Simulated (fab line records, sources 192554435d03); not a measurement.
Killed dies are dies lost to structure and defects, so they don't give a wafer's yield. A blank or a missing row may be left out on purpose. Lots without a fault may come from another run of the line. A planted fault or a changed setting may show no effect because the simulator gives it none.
A struck lot beside a sound one | flow n5_finfet | 20 steps out of a route of 1938
Sound: wafers L460.3, L460.5, L460.6. Struck: wafer L471.4. (L471.1, L471.6 of the same lot were not struck and are left out.) The cause comes at the end.
At each step with rows: each side's tool, then ch and its chambers, then its first start. Under that, the readings that differ: sound wafers | struck wafers | difference of the means | sigmas: that difference in standard deviations of wafers without a fault.
alike: readings whose means differ by less than 2 such deviations, and words and numbers that are the same on both sides. not compared: withheld readings, readings that some wafer has no value for, bounds like >300 that may hide the same value, and numbers for which the record gives no deviation and whose values overlap.
The two part at a step that has a row with sigmas, a row that says differs or no value, or rows on one side only. Numbers that don't overlap but have no deviation are shown without sigmas and don't part them. A reading that every wafer of one side lacks parts them only if that side has two wafers or more.

first, 2 steps without rows for these wafers: N5_FIN_CUT_PEB_06 (peb time 60 s); N5_FIN_CUT_DEVELOP_07 (develop time 30 s).
N5_FIN_CUT_CD_MEAS_08: target cd 29.1 nm.
  sound on cd_sem-02 ch 0, day 2 15:52; struck on cd_sem-01 ch 0, day 5 09:34
  reading    | sound             | struck | difference | sigmas
  cd_nm (nm) | 28.70 29.29 29.24 | 28.60  | -0.48      | -2
N5_FIN_CUT_OVL_MEAS_09:
  sound on overlay-02 ch 0, day 2 15:54; struck on overlay-01 ch 0, day 5 09:36
  alike: FIN_CUT_OVL
N5_FIN_CUT_INSPECT_10: inspects for defects (brightfield).
  sound on defect_inspect-02, day 2 15:56; struck on defect_inspect-01, day 5 09:40
  alike: raw_defect_count
N5_FIN_CUT_DESCUM_13: chemistry O2, time 7 s.
  sound on rie_diel-03 ch 0,1, day 2 15:59; struck on rie_diel-02 ch 2, day 5 09:43
  alike: drypump_motor_current_A, oes_product_au, rf_vpp_V, showerhead_plenum_p_Torr, throttle_valve_pct
  not compared: rf_hours_counter_h
N5_FIN_CUT_ETCH_30: etches underlayer in N2/H2, target depth 13 nm, time 10.4 s.
  sound on rie_diel-03 ch 0,1, day 2 16:01; struck on rie_diel-02 ch 2, day 5 09:45
  alike: drypump_motor_current_A, etch_rf_on_time_s, h2_flow_sccm, oes_product_au, rf_vpp_V, showerhead_plenum_p_Torr, throttle_valve_pct
  not compared: rf_hours_counter_h
N5_FIN_CUT_ETCH_20: etches SiARC in CF4, target depth 26 nm, time 43.3 s.
  sound on rie_diel-03 ch 0,1, day 2 16:02; struck on rie_diel-02 ch 2, day 5 09:46
  alike: drypump_motor_current_A, etch_rf_on_time_s, oes_product_au, rf_vpp_V, showerhead_plenum_p_Torr, throttle_valve_pct
  not compared: rf_hours_counter_h
then, 3 steps without rows for these wafers: N5_FIN_CUT_ETCH_21 (etches SOC in N2/H2, target depth 219 nm, overetch 43.8 nm, time 523.5 s); N5_FIN_CUT_STRIP_23 (strips in N2/H2); N5_FIN_CUT_STRIP_31 (strips in N2/H2).
N5_FIN_CUT_STRIP_24: strips in CF4.
  sound on rie_diel-03 ch 0,3, day 2 16:23; struck on rie_diel-02 ch 2, day 5 10:08
  reading                         | sound          | struck | difference | sigmas
  showerhead_plenum_p_Torr (Torr) | 1.90 1.90 1.86 | 1.75   | -0.14      | -3
  alike: drypump_motor_current_A, oes_product_au, rf_vpp_V, throttle_valve_pct
  not compared: rf_hours_counter_h
N5_FIN_CUT_CUT_ETCH_26: etches SiNx in CH3F/O2, target depth 39 nm, time 55.7 s.
  sound on rie_diel-03 ch 0,3, day 2 16:25; struck on rie_diel-02 ch 2, day 5 10:09
  reading                                  | sound             | struck | difference | sigmas
  showerhead_plenum_p_Torr (Torr)          | 2.11 2.11 2.09    | 1.96   | -0.14      | -2
  model.etch.depth_nm (nm)                 | 39.76 39.76 38.75 | 32.76  | -6.66      |
  model.SOC_of_FIN_CUT_COAT_18.thk_nm (nm) | 211.6 211.2 211.2 | 214.8  | +3.5       |
  alike: drypump_motor_current_A, oes_product_au, rf_vpp_V, throttle_valve_pct
  not compared: rf_hours_counter_h
N5_FIN_CUT_CUT_ETCH_27: etches SiO2 in CHF3/O2, target depth 4 nm, overetch 2 nm, time 4.9 s.
  sound on rie_diel-03 ch 0,3, day 2 16:28; struck on rie_diel-02 ch 2, day 5 10:12
  reading                         | sound          | struck | difference | sigmas
  showerhead_plenum_p_Torr (Torr) | 2.54 2.54 2.52 | 2.36   | -0.17      | -2
  alike: drypump_motor_current_A, oes_product_au, rf_vpp_V, throttle_valve_pct
  not compared: rf_hours_counter_h
then, 2 steps without rows for these wafers: N5_FIN_CUT_PRECLEAN_35 (cleans in vHF, time 13.3 s); N5_FIN_CUT_CUT_ETCH_15 (etches Si in HBr/Cl2/O2, target depth 100 nm, bt time 10 s, time 42.4 s).
N5_FIN_CUT_CUT_ETCH_28: etches Si in HBr/Cl2/O2, target depth 6 nm, time 2.4 s.
  sound on rie_si-05 ch 0,1,2, day 2 16:40; struck on rie_si-03 ch 3, day 5 10:24
  reading                                  | sound             | struck | difference | sigmas
  oes_product_au (a.u.)                    | 0.961 0.997 1.022 | 1.029  | +0.036     | +2
  throttle_valve_pct (%)                   | 36.8 37.7 37.3    | 38.0   | +0.7       | +2
  model.SOC_of_FIN_CUT_COAT_18.thk_nm (nm) | 168.4 168 167.6   | 171.6  | +3.6       |
  alike: drypump_motor_current_A, he_backside_leak_sccm
  not compared: rf_hours_counter_h
then, 1 step without rows for these wafers: N5_FIN_CUT_STRIP_22 (strips in N2/H2).
-- the record jumps here: 8 days lie between the struck wafers' starts before and after (it left off in module FIN_CUT and takes up again in module BEOL_M4, whose first step shown is number 1111 of the route) --
N5_BEOL_M4_RC_MEAS_101:
  sound on prober-02 ch 0, day 11 02:54; struck on prober-01 ch 0, day 13 02:28
  reading        | sound             | struck | difference | sigmas
  DIBL_N (mV/V)  | 34.9 36.3 36.0    | 38.4   | +2.7       | +2
  DIBL_P (mV/V)  | 34.3 36.4 36.1    | 38.9   | +3.3       | +2
  IOFF_N (nA/um) | 0.117 0.145 0.139 | 0.201  | +0.067     | +3
  IOFF_P (nA/um) | 0.179 0.200 0.198 | 0.269  | +0.077     | +3
  ION_N (uA/um)  | 663 669 678       | 687    | +17        | +2
  VT_N (mV)      | 256.9 251.3 251.1 | 246.3  | -6.8       | -3
  VT_P (mV)      | -254 -253 -252    | -245   | +8         | +2
  alike: ION_P, SS_N, SS_P
-- the record jumps here: 4 days lie between the struck wafers' starts before and after (it left off in module BEOL_M4 and takes up again in module PASSIVATION, whose first step shown is number 1936 of the route) --
N5_PASSIVATION_PROBE_49:
  sound on prober-01, day 15 05:41; struck on prober-02, day 17 13:10
  reading               | sound       | struck | difference | sigmas
  sort_bin_6_memory (%) | 3.0 2.4 2.1 | 4.2    | +1.7       | +3
  alike: defect_limited_yield, killed_at_M0_to_M3, killed_at_M4_up, killed_at_contacts, killed_at_front_end, killed_at_other, killed_dies, killed_open, killed_short, sort_bin_5_function, sort_n_pass, sort_yield_pct

WHERE THEY PART
First at N5_FIN_CUT_CD_MEAS_08; last, within this record, at N5_PASSIVATION_PROBE_49.

WHY: what the simulator had put in
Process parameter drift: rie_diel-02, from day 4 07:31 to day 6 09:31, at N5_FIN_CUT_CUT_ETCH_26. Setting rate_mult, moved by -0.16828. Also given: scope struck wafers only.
